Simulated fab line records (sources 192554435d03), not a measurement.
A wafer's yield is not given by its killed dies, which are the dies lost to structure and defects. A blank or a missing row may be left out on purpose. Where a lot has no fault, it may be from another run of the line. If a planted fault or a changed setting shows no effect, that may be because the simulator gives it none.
Matching of chambers / flow n5Finfet / N5_BEOL_M11_DESCUM_33 on rieDiel-05: 4 sister chambers
The step chemistry O2, time 7.9 s. 8 wafers are shown with their chamber, then 7 later ones without.

WAFERS WITH THEIR CHAMBER
wafer=L081.5; chamber=3; showerheadPlenumPTorr (Torr)=2.10; throttleValvePct (%)=20.81
wafer=L082.1; chamber=1; showerheadPlenumPTorr (Torr)=1.99; throttleValvePct (%)=20.76
wafer=L082.4; chamber=2; showerheadPlenumPTorr (Torr)=2.07; throttleValvePct (%)=20.28
wafer=L085.1; chamber=1; showerheadPlenumPTorr (Torr)=1.99; throttleValvePct (%)=20.75
wafer=L085.3; chamber=3; showerheadPlenumPTorr (Torr)=2.09; throttleValvePct (%)=20.83
wafer=L085.6; chamber=0; showerheadPlenumPTorr (Torr)=2.19; throttleValvePct (%)=20.22
wafer=L086.2; chamber=0; showerheadPlenumPTorr (Torr)=2.19; throttleValvePct (%)=20.20
wafer=L086.4; chamber=2; showerheadPlenumPTorr (Torr)=2.07; throttleValvePct (%)=20.31

WAFERS MISSING THEIR CHAMBER
wafer=L086.6; showerheadPlenumPTorr (Torr)=1.99; throttleValvePct (%)=20.75
wafer=L090.2; showerheadPlenumPTorr (Torr)=2.09; throttleValvePct (%)=20.85
wafer=L090.5; showerheadPlenumPTorr (Torr)=2.06; throttleValvePct (%)=20.31
wafer=L090.6; showerheadPlenumPTorr (Torr)=1.99; throttleValvePct (%)=20.78
wafer=L092.2; showerheadPlenumPTorr (Torr)=1.99; throttleValvePct (%)=20.77
wafer=L092.3; showerheadPlenumPTorr (Torr)=2.09; throttleValvePct (%)=20.87
wafer=L092.4; showerheadPlenumPTorr (Torr)=2.09; throttleValvePct (%)=20.84

THE CHAMBER EACH PASSED THROUGH
wafer=L086.6; from the rows above=1; in truth=1
wafer=L090.2; from the rows above=3; in truth=3
wafer=L090.5; from the rows above=2; in truth=2
wafer=L090.6; from the rows above=1; in truth=1
wafer=L092.2; from the rows above=1; in truth=1
wafer=L092.3; from the rows above=3; in truth=3
wafer=L092.4; from the rows above=3; in truth=3
7 of 7 placed correctly. Not placeable from these rows: 0. Placed wrongly: 0.
How it was worked out, from the rows above alone: a wafer's distance from a chamber is the root of the sum, over the readings, of the square of ((its reading less the chamber's mean) divided by the reading's scatter). The wafer belongs to the nearest chamber; if the next one is less than 2 further off, it can't be placed. For every chamber, the mean is computed from those of its wafers that are shown. The scatter is the square root of a quotient: the sum, over the shown wafers, of each reading's squared deviation from its chamber's mean, divided by wafers minus chambers.
